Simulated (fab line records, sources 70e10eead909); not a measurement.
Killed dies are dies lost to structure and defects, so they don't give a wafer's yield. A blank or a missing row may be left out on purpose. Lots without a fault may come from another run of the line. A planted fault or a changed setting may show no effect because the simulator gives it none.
Chamber matching | flow nand_harc | NHARC_A_STAIRCASE_ETCH_253 on rie_diel-09: 4 sister chambers
The step etches the open film in C4F8/O2, target depth 50 nm, time 20.2 s. 4 wafers are shown with their chamber, then 11 later ones without.

WAFERS WITH THEIR CHAMBER
wafer  | chamber | rf_vpp_V (V)
L084.2 | 0       | 899
L084.4 | 2       | 899
L084.5 | 1       | 888
L082.1 | 3       | 902

WAFERS WITHOUT THEIR CHAMBER
wafer  | rf_vpp_V (V)
L082.4 | 900
L082.6 | 898
L095.2 | 899
L095.5 | 889
L095.6 | 899
L096.1 | 899
L096.3 | 900
L096.5 | 889
L094.3 | 899
L094.4 | 901
L094.5 | 902

WHICH CHAMBER EACH WENT THROUGH
wafer  | from the rows above          | in truth
L082.4 | can't be placed: 0 or 2 or 3 | 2
L082.6 | can't be placed: 0 or 2      | 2
L095.2 | can't be placed: 0 or 2      | 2
L095.5 | 1                            | 1
L095.6 | can't be placed: 0 or 2      | 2
L096.1 | can't be placed: 0 or 2      | 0
L096.3 | can't be placed: 0 or 2 or 3 | 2
L096.5 | 1                            | 1
L094.3 | can't be placed: 0 or 2      | 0
L094.4 | can't be placed: 3 or 0 or 2 | 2
L094.5 | 3                            | 3
Placed correctly: 3 of 11. Can't be placed from these rows: 8 (the true chamber is among the candidates in 8). Placed wrongly: 0.
How it was worked out, from the rows above alone: a wafer's distance from a chamber is the root of the sum, over the readings, of the square of ((its reading less the chamber's mean) divided by the reading's scatter). The wafer belongs to the nearest chamber; if the next one is less than 2 further off, it can't be placed. A chamber's mean is the mean of its shown wafers. The scatter: with one shown wafer a chamber, the root of the mean of the squares of how far each hidden wafer lies from its nearest shown one.
